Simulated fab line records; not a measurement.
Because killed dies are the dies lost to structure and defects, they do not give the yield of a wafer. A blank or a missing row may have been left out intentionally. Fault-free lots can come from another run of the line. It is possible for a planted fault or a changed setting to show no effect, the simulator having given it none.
fab line records	flow nandHarc
record: lots: 6	wafers: 16	lastDay: 23
route steps=1159 shown A_CONTACT@873 END@1159
lots that met no fault: taken from a fault-free run of the same line
startH: hours from the record's first day to the start of the lot's first wafer shown	waitH: time in hours since the lot's previous step	" the same as in the row above	L1.1+2: several wafers, shown together as one row	- either no value or no given start	* or withheld: withheld	< > ~ a bound
route shown NAME@n: a module of which the file shows steps, and the number in the route of the first	usual: mean/standard deviation taken from wafers without a fault	same: alike in all rows	chamber/n: place in a boat	sites: readings site by site	_std_site: standard deviation across them	_edge_site: mean of outer sites minus mean of inner sites	radiusMm: for every site, how far away it sits from the centre of the wafer	mask NAME#n: copy n	behind: the most recent tool/chamber to have shaped the wafer	hold: why the lot went on hold/how many hours it stayed there/how the hold came to an end	device: transistor that didn't switch, given as n, p or np	end of line: at the end of the route, the tests of the same wafers	for a step that has no rows: nothing shown but its recipe	killed: not the wafer's yield, but the dies lost to structure and defects at the first sort	map: per-die view of a wafer (x killed, . not killed, _ where there is no die)
set.NAME: the setting that was run; set.NAME@STEP: the one run at that earlier step	model.NAME: the simulator's own value behind a step, which no gauge read
certain route steps with their lots: each step a table, each wafer a row
services: a tool's chamber out of use, with start hour (startH, from the record's first day; less than 0 if before it), hours out, and reason
== steps ==
step: NHARC_A_CONTACT_ETCH_122
recipe: sourceW: withheld	pressureMtorr: 20	biasV: 3000	timeS: 95	targetDepthA: 9300	arFlowSccm: withheld	c4f8FlowSccm: withheld	o2FlowSccm: withheld	chemistry: C4F8/O2/Ar
lot.wafer	tool	chamber	startH	waitH	rfHoursCounterH
L448.2	harCapEtch-03	1	370.02	0.1	86
L448.1	"	0	"	"	86
L448.6	"	0	"	"	-
L462.1	harCapEtch-02	1	436.61	0.1	18
L462.2	"	0	"	"	18
L462.4	"	0	"	"	-
L460.4	harCapEtch-01	0	441.67	0.1	-
L465.1	harCapEtch-02	0	461.39	0.1	23
L465.2	"	1	"	"	23
L465.6	"	1	"	"	-
L464.2	harCapEtch-01	0	463.05	0.1	75
L464.3	"	1	"	"	-
L464.6	"	1	"	"	-
L466.2	harCapEtch-03	0	476.69	0.1	106
L466.1	"	1	"	"	106
L466.4	"	0	"	"	-
step: NHARC_A_CONTACT_ETCH_123
recipe: sourceW: withheld	pressureMtorr: 20	biasV: 400	timeS: 253	targetDepthA: 10900	arFlowSccm: withheld	c4f8FlowSccm: 11.5	o2FlowSccm: 7.2	chemistry: C4F8/O2/Ar
lot.wafer	tool	chamber	startH	waitH	rfHoursCounterH
L448.2	harCapEtch-03	1	370.11	0.1	86
L448.1	"	0	"	"	86
L448.6	"	0	"	"	-
L462.1	harCapEtch-02	1	436.70	0.1	18
L462.2	"	0	"	"	18
L462.4	"	0	"	"	-
L460.4	harCapEtch-01	0	441.88	0.2	-
L465.1	harCapEtch-02	0	461.48	0.1	24
L465.2	"	1	"	"	24
L465.6	"	1	"	"	-
L464.2	harCapEtch-01	0	463.15	0.1	76
L464.3	"	1	"	"	-
L464.6	"	1	"	"	-
L466.2	harCapEtch-03	0	476.81	0.1	106
L466.1	"	1	"	"	106
L466.4	"	0	"	"	-
step: NHARC_A_CONTACT_ETCH_90
recipe: targetDepthA: 400	overEtchFrac: 0.5	timeS: 85.7	ionEnergyEv: 120	ch3fFlowSccm: 50	o2FlowSccm: 30	arFlowSccm: 200	rfW: 500	biasW: 100	chemistry: CH3F/O2
step: NHARC_A_CONTACT_ETCH_96
recipe: targetDepthA: 200	overEtchFrac: 0.5	timeS: 10	ionEnergyEv: 250	c4f6FlowSccm: 25	o2FlowSccm: 20	arFlowSccm: 500	rfW: 600	biasW: 500	chemistry: C4F6/O2
usual: c4f6FlowSccm: 25.02/0.074	drypumpMotorCurrentA: 5.9/0.46	oesProductAu: 0.971/0.027	rfVppV: 546/3.4	showerheadPlenumPTorr: 3.87/0.16	throttleValvePct: 26.903/0.0088
lot.wafer	tool	chamber	startH	waitH	c4f6FlowSccm	drypumpMotorCurrentA	oesProductAu	rfHoursCounterH	rfVppV	showerheadPlenumPTorr	throttleValvePct
L448.1	rieDiel-08	0	-	-	24.91	6.3	1.014	10	543	3.80	26.903
L448.2	"	3	"	"	24.89	6.2	1.013	7	545	3.75	26.905
L448.6	"	0	"	"	25.04	6.3	1.012	-	547	3.80	26.912
L462.4	rieDiel-08	3	-	-	25.01	6.2	0.948	18	543	3.75	26.912
L462.1	"	1	"	"	25.01	6.2	0.934	25	545	3.83	26.908
L462.2	"	2	"	"	25.04	4.9	0.951	23	552	4.13	26.908
L460.4	rieDiel-08	1	-	-	25.15	6.1	0.991	26	547	3.83	26.904
L465.1	rieDiel-06	1	-	-	25.06	6.2	0.987	15	542	3.68	26.884
L465.2	"	3	"	"	25.04	5.8	0.997	15	549	4.01	26.900
L465.6	"	2	"	"	24.98	5.7	0.982	-	541	3.68	26.905
L464.3	rieDiel-08	0	-	-	24.94	6.3	0.975	27	543	3.79	26.910
L464.2	"	1	"	"	24.96	6.1	0.947	31	544	3.83	26.915
L464.6	"	1	"	"	25.03	6.1	0.937	-	545	3.82	26.896
L466.2	rieDiel-08	0	-	-	24.96	6.3	0.949	29	543	3.79	26.889
L466.4	"	1	"	"	24.94	6.1	0.931	34	545	3.82	26.899
L466.1	"	2	"	"	24.87	4.9	0.932	31	552	4.12	26.894
step: NHARC_A_CONTACT_CD_MEAS_53
usual: cdNm: 189.7/0.62
lot.wafer	tool	chamber	startH	waitH	cdNm
L448.1	cdSem-01	-	370.93	-	189.4
L448.2	"	-	"	"	189.5
L448.6	"	-	"	"	188.7
L462.1	cdSem-02	-	437.52	-	190.0
L462.2	"	-	"	"	189.7
L462.4	"	-	"	"	190.2
L460.4	cdSem-02	-	442.54	-	189.9
L465.1	cdSem-03	-	462.30	-	189.7
L465.2	"	-	"	"	190.0
L465.6	"	-	"	"	189.9
L464.2	cdSem-03	-	464.15	-	188.9
L464.3	"	-	"	"	187.8
L464.6	"	-	"	"	189.0
L466.1	cdSem-03	-	477.73	-	189.1
L466.2	"	-	"	"	188.8
L466.4	"	-	"	"	189.2
step: NHARC_A_CONTACT_STRIP_99
recipe: n2FlowSccm: 150	h2FlowSccm: 150	arFlowSccm: 0	biasW: 0	chemistry: N2/H2
step: NHARC_A_CONTACT_STRIP_100
recipe: cf4FlowSccm: 100	chf3FlowSccm: 30	arFlowSccm: 0	biasW: 0	chemistry: CF4/CHF3
step: NHARC_A_CONTACT_STRIP_101
recipe: o2FlowSccm: 400	cosFlowSccm: 20	arFlowSccm: 0	biasW: 0	chemistry: O2/COS
step: NHARC_A_CONTACT_ETCH_102
recipe: targetDepthA: 700	overetchA: 70	timeS: 38.5	ionEnergyEv: 100	cf4FlowSccm: 80	o2FlowSccm: 20	arFlowSccm: 0	rfW: 300	biasW: 100	chemistry: CF4/O2
step: NHARC_A_CONTACT_STRIP_55
recipe: o2FlowSccm: 500	arFlowSccm: 0	biasW: 0	chemistry: O2
usual: drypumpMotorCurrentA: 5.8/0.48	oesProductAu: 0.999/0.011	rfVppV: 57.9/0.91	showerheadPlenumPTorr: 3.50/0.15	throttleValvePct: 17.037/0.009
lot.wafer	tool	chamber	startH	waitH	drypumpMotorCurrentA	oesProductAu	rfHoursCounterH	rfVppV	showerheadPlenumPTorr	throttleValvePct
L448.2	rieDiel-06	2	-	-	5.7	0.986	47	56.2	3.32	17.061
L448.1	"	3	"	"	5.7	1.008	46	56.3	3.62	17.040
L448.6	"	3	"	"	5.7	1.008	-	57.1	3.62	17.038
L462.2	rieDiel-06	2	-	-	5.7	0.992	4	56.3	3.31	17.030
L462.4	"	0	"	"	5.6	1.012	3	60.2	3.81	17.029
L462.1	"	1	"	"	6.2	0.998	3	57.1	3.31	17.038
L460.4	rieDiel-08	0	-	-	6.3	1.008	22	58.4	3.40	17.035
L465.2	rieDiel-08	2	-	-	4.9	0.991	28	58.9	3.71	17.039
L465.1	"	0	"	"	6.3	1.013	27	58.2	3.40	17.050
L465.6	"	1	"	"	6.1	0.980	-	56.2	3.44	17.024
L464.2	rieDiel-08	1	-	-	6.1	0.995	32	56.4	3.44	17.048
L464.3	"	3	"	"	6.2	1.004	24	57.1	3.36	17.032
L464.6	"	1	"	"	6.1	0.978	-	59.2	3.44	17.037
L466.4	rieDiel-08	1	-	-	6.1	0.986	34	58.1	3.44	17.043
L466.2	"	3	"	"	6.2	0.992	26	57.2	3.36	17.021
L466.1	"	0	"	"	6.3	1.005	29	57.6	3.40	17.041
step: NHARC_A_CONTACT_STRIP_56
recipe: timeS: 600	tempC: 30	chemistry: postEtchResidueRemover
step: NHARC_A_CONTACT_DEP_57
recipe: targetThkA: 28000	tempC: 400	material: aC
step: NHARC_A_CONTACT_DEP_58
recipe: targetThkA: 600	targetThkNm: 60	tempC: 400	pressureTorr: 3.5	flowSccm: 200	rfW: 350	material: SiON
usual: heaterPowerW: 759/85
lot.wafer	tool	chamber	startH	waitH	heaterPowerW
L448.2	pecvd-03	0	375.28	1.2	789
L448.1	"	1	"	"	805
L448.6	"	1	"	"	794
L462.2	pecvd-03	2	440.59	1.2	711
L462.1	"	1	"	"	812
L462.4	"	2	"	"	709
L460.4	pecvd-03	1	445.40	0.7	853
L465.2	pecvd-04	0	465.09	1.2	791
L465.1	"	1	"	"	603
L465.6	"	2	"	"	734
L464.2	pecvd-04	0	468.42	1.1	792
L464.3	"	2	"	"	635
L464.6	"	2	"	"	673
L466.2	pecvd-01	1	483.18	1.2	882
L466.1	"	2	"	"	749
L466.4	"	2	"	"	754
step: NHARC_A_CONTACT_DEHYDRATE_59
recipe: tempC: 150	timeS: 120
step: NHARC_A_CONTACT_HMDS_60
recipe: timeS: 30
step: NHARC_A_CONTACT_COAT_61
recipe: tempC: 260	timeS: 75
step: NHARC_A_CONTACT_COAT_62
recipe: tempC: 225	timeS: 65
step: NHARC_A_CONTACT_COAT_63
recipe: spinRpm: 1500	resistThkNm: 90
step: NHARC_A_CONTACT_SOFTBAKE_64
recipe: tempC: 105	timeS: 55
step: NHARC_A_CONTACT_EBR_65
step: NHARC_A_CONTACT_EXPOSE_66
recipe: na: 1.35	sigmaOuter: 0.8	doseMj: 59.02	maskId: A_CC_2
step: NHARC_A_CONTACT_PEB_67
recipe: pebTempC: 100	pebTimeS: 65
step: NHARC_A_CONTACT_DEVELOP_68
recipe: developTimeS: 35	devTempC: 23
step: NHARC_A_CONTACT_CD_MEAS_69
recipe: targetCdNm: 200	landingEnergyEv: 500
usual: cdNm: 200.3/0.59
lot.wafer	tool	chamber	startH	waitH	cdNm
L448.1	cdSem-03	0	375.88	-	200.6
L448.2	"	0	"	"	201.2
L448.6	"	0	"	"	200.3
L462.1	cdSem-03	0	441.31	-	200.1
L462.2	"	0	"	"	200.1
L462.4	"	0	"	"	199.3
L460.4	cdSem-01	0	446.01	-	200.0
L465.1	cdSem-03	0	465.65	-	200.4
L465.2	"	0	"	"	200.0
L465.6	"	0	"	"	200.2
L464.2	cdSem-02	0	469.15	-	200.2
L464.3	"	0	"	"	200.3
L464.6	"	0	"	"	199.7
L466.1	cdSem-02	0	483.91	-	200.0
L466.2	"	0	"	"	201.0
L466.4	"	0	"	"	199.9
step: NHARC_A_CONTACT_OVL_MEAS_70
usual: overlayXNm: 0.0/0.74	overlayYNm: -0.2/0.67
lot.wafer	tool	chamber	startH	waitH	overlayXNm	overlayYNm
L448.1	overlay-02	-	375.97	-	-0.2	-1.1
L448.2	"	-	"	"	-0.4	-0.6
L448.6	"	-	"	"	-0.7	-1.1
L462.1	overlay-01	-	441.40	-	-0.4	-0.9
L462.2	"	-	"	"	-0.8	-0.6
L462.4	"	-	"	"	-0.5	-0.6
L460.4	overlay-02	-	446.10	-	1.3	-1.1
L465.1	overlay-01	-	465.74	-	-0.3	0.2
L465.2	"	-	"	"	-0.2	0.7
L465.6	"	-	"	"	-0.8	-0.1
L464.2	overlay-01	-	469.24	-	0.9	0.3
L464.3	"	-	"	"	0.7	0.5
L464.6	"	-	"	"	1.1	0.0
L466.1	overlay-02	-	483.99	-	0.1	0.1
L466.2	"	-	"	"	0.2	-0.2
L466.4	"	-	"	"	-0.6	0.0
step: NHARC_A_CONTACT_INSPECT_71
usual: rawDefectCount: 29/14
lot.wafer	tool	chamber	startH	waitH	hold	rawDefectCount
L448.1	defectInspect-02	-	376.00	0.0	-	36
L448.2	"	-	"	"	-	28
L448.6	"	-	"	"	-	28
L462.1	defectInspect-01	-	441.44	0.0	awaitDispo/0.2h/release	1274
L462.2	"	-	"	"	awaitDispo/0.2h/release	30
L462.4	"	-	"	"	awaitDispo/0.2h/release	28
L462.1	defectInspect-01	-	441.61	0.2	-	1284
L462.2	"	-	"	"	-	28
L462.4	"	-	"	"	-	28
L460.4	defectInspect-02	-	446.13	0.0	awaitDispo/0.2h/release	1278
L460.4	defectInspect-02	-	446.30	0.2	-	1275
L465.1	defectInspect-02	-	465.78	0.0	-	33
L465.2	"	-	"	"	-	45
L465.6	"	-	"	"	-	25
L464.2	defectInspect-01	-	469.27	0.0	-	28
L464.3	"	-	"	"	-	36
L464.6	"	-	"	"	-	28
L466.1	defectInspect-01	-	484.05	0.1	-	51
L466.2	"	-	"	"	-	51
L466.4	"	-	"	"	-	55
step: NHARC_A_CONTACT_DESCUM_74
recipe: timeS: 3	o2FlowSccm: 200	arFlowSccm: 0	biasPowerW: 0	chemistry: O2
usual: drypumpMotorCurrentA: 5.8/0.34	oesProductAu: 1.001/0.0098	rfVppV: 57.8/0.95	showerheadPlenumPTorr: 1.91/0.095	throttleValvePct: 11.310/0.0092
lot.wafer	tool	chamber	startH	waitH	hold	drypumpMotorCurrentA	oesProductAu	rfHoursCounterH	rfVppV	showerheadPlenumPTorr	throttleValvePct
L448.2	rieDiel-08	1	376.06	0.1	-	6.2	0.989	14	57.7	1.87	11.309
L448.1	"	2	"	"	-	4.9	1.012	13	59.2	2.03	11.317
L448.6	"	2	"	"	-	4.9	1.008	-	58.1	2.03	11.304
L462.1	rieDiel-06	2	443.85	2.2	awaitDispo/2.2h/release	5.7	0.991	6	56.8	1.79	11.316
L462.2	"	3	"	"	awaitDispo/2.2h/release	5.8	1.010	5	57.1	1.96	11.318
L462.4	"	0	"	"	awaitDispo/2.2h/release	5.6	1.017	5	58.0	2.07	11.314
L460.4	rieDiel-08	3	448.82	2.5	awaitDispo/2.4h/release	6.2	1.013	19	58.5	1.82	11.332
L465.2	rieDiel-08	3	465.84	0.1	-	6.2	1.002	24	57.9	1.82	11.293
L465.1	"	2	"	"	-	4.9	0.989	29	58.4	2.02	11.305
L465.6	"	3	"	"	-	6.2	0.995	-	58.5	1.82	11.316
L464.3	rieDiel-06	3	469.34	0.1	-	5.7	1.003	18	57.5	1.96	11.321
L464.2	"	0	"	"	-	5.6	1.007	18	56.8	2.07	11.312
L464.6	"	3	"	"	-	5.7	1.012	-	59.4	1.96	11.294
L466.4	rieDiel-04	0	484.11	0.1	-	5.7	0.992	2	58.9	1.95	11.315
L466.1	"	1	"	"	-	5.5	0.998	2	58.4	1.87	11.315
L466.2	"	3	"	"	-	6.0	1.011	2	58.1	1.96	11.295
step: NHARC_END_SORT_01
recipe: tempC: 25
usual: killedAtArray: 28/11	killedAtOther: 0.7/1.1	killedAtPeriphery: 2.9/2	killedDies: 32/11	killedOpen: 3.2/1.8	killedShort: 2.0/1.4
same: grossDies: 677
lot.wafer	tool	chamber	startH	waitH	killedAtArray	killedAtOther	killedAtPeriphery	killedDies	killedOpen	killedShort
L462.1	prober-02	0	528.72	2.5	95	1	1	97	3	3
L462.2	prober-02	0	529.52	2.8	27	2	2	31	5	2
L462.4	prober-02	0	531.11	3.4	27	0	0	27	3	5
L460.4	prober-02	0	543.72	3.4	84	0	1	85	2	1
killed by level:class
L462.1 A_CONTACT:unspecified=72 A_CHANNEL_HOLE_D1:chamberFilmFlake=13 A_CHANNEL_FILL_D1:geometricParticle:open=2 A_CONTACT:chamberFilmFlake=2 P_M0:geometricParticle:short=1 A_ONON_D1:geometricParticle:short=1 A_SLIT:geometricParticle:short=1 A_WL_FILL:geometricParticle:open=1
L462.2 A_CHANNEL_HOLE_D1:chamberFilmFlake=19 A_STAIRCASE:chamberFilmFlake=4 A_CONTACT:geometricParticle:open=2 P_CONTACT:geometricParticle:open=1 P_M0:geometricParticle:open=1 A_SOURCE_PLATE:geometricParticle:short=1 A_M0:geometricParticle:short=1 STARTING-WAFER:geometricParticle:open=1
L462.4 A_CHANNEL_HOLE_D1:chamberFilmFlake=15 A_CHANNEL_FILL_D1:geometricParticle:short=4 A_WL_FILL:geometricParticle:short=1 A_CONTACT:geometricParticle:open=1 A_BLC:geometricParticle:open=1 A_M0:geometricParticle:open=1 A_ZERO_WELL:chamberFilmFlake=1 A_CHANNEL_FILL_D1:chamberFilmFlake=1
L460.4 A_CONTACT:unspecified=75 A_SGD_CUT:chamberFilmFlake=3 A_CONTACT:chamberFilmFlake=3 P_CONTACT:geometricParticle:open=1 A_CHANNEL_HOLE_D1:geometricParticle:short=1 A_CONTACT:geometricParticle:open=1 A_CHANNEL_HOLE_D1:chamberFilmFlake=1
map L460.4 (x killed, . not)
____________.____________
_________......._________
_______..........._______
______.............______
_____..............._____
____...x.............____
____.................____
___...................___
___...................___
__...................x.__
__...x.................__
_.................x....._
_..............x........_
_......................._
_......................._
_......................._
.........................
..................x.x....
...x.....................
..........x..............
.........................
_......................._
_.....x................._
_......................._
_......................._
_..............x.x......_
__............xxx..x...__
__............xxxxx....__
___.........xxxxxxxx..___
___.........xxxxxxxxx.___
____......xxxxxxxxxxx____
____........xxxxxxxxx____
_____.....xxxxxxxxxx_____
______......xxxxxxx______
_______.....xxxxxx_______
_________...xxxx_________
____________.____________
map L462.1 (x killed, . not)
____________.____________
_________...x..._________
_______..........._______
______.............______
_____..............._____
____.................____
____.................____
___...................___
___...............x...___
__.....................__
__.....................__
_...............x......._
_...x..................._
_......................._
_.............x........._
_......................._
.........................
.........................
...................x.....
......x..................
.........................
_......................._
_x......................_
_.........x...x........._
_......................._
_x.........xx.xx.x......_
__x......x....xxxx.....__
__.........xxxxxxxxx...__
___.........xxxxxxxx..___
___......xx.xxxxxxxxx.___
____......xxxxxxxxxxx____
____........xxxxxxxxx____
_____...x...xxxxxxxx_____
______....x.xxxxxxx______
_______.....xxxxxx_______
_________...xxxx_________
____________.____________
== services ==
tool	chamber	startH	hours	kind
rieDiel-08	0	346.69	9.6	repair
rieDiel-08	0	359.86	-	clean
rieDiel-08	1	359.86	-	clean
rieDiel-08	2	359.86	-	clean
rieDiel-08	3	359.86	-	clean
pecvd-04	-	376.32	13.0	pm
rieDiel-08	0	384.36	-	clean
rieDiel-08	1	384.36	-	clean
rieDiel-08	2	384.36	-	clean
rieDiel-08	3	384.36	-	clean
rieDiel-08	2	384.74	5.2	repair
harCapEtch-02	-	407.79	0.4	repair
rieDiel-08	0	408.96	-	clean
rieDiel-08	1	408.96	-	clean
rieDiel-08	2	408.96	-	clean
rieDiel-08	3	408.96	-	clean
pecvd-01	-	418.00	13.0	pm
rieDiel-04	3	419.08	20.6	repair
rieDiel-06	-	419.80	9.0	pm
pecvd-01	1	457.64	9.6	repair
rieDiel-04	-	466.31	9.0	pm
rieDiel-06	1	467.15	1.4	repair
pecvd-03	-	473.31	13.0	pm
rieDiel-08	-	478.86	9.0	pm
== key ==
firstSign: step: NHARC_A_CONTACT_INSPECT_71	reading: visit	direction: added
effect: step: NHARC_A_CONTACT_INSPECT_71	reading: rawDefectCount	direction: up	sigmas: 92	usual: 29	struck: 1276
effect: step: NHARC_END_SORT_01	reading: killedAtArray	direction: up	sigmas: 5.6	usual: 28	struck: 90
moreKillsBornAt: NHARC_A_CONTACT_DEP_58@pecvd-03: 147
metAt NHARC_A_CONTACT_DEP_58
struckWafers L460.4,L462.1
testerLeftOut L460,L462
onsetBetween 375.28 440.59
fault: kind: chamberParticleSource	tool: pecvd-03	chamber: 1	onsetH: 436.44	steps: NHARC_A_CONTACT_DEP_58	ratePerVisitCm2: 1.9297	endH: 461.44
testerLeftOut: of these lots the tester's yield and bins aren't shown, on N5 and GAA mostly nor the transistor test; their killed dies are dies lost to structure and defects alone, not to doping, threshold or leakage, so they don't give the yield
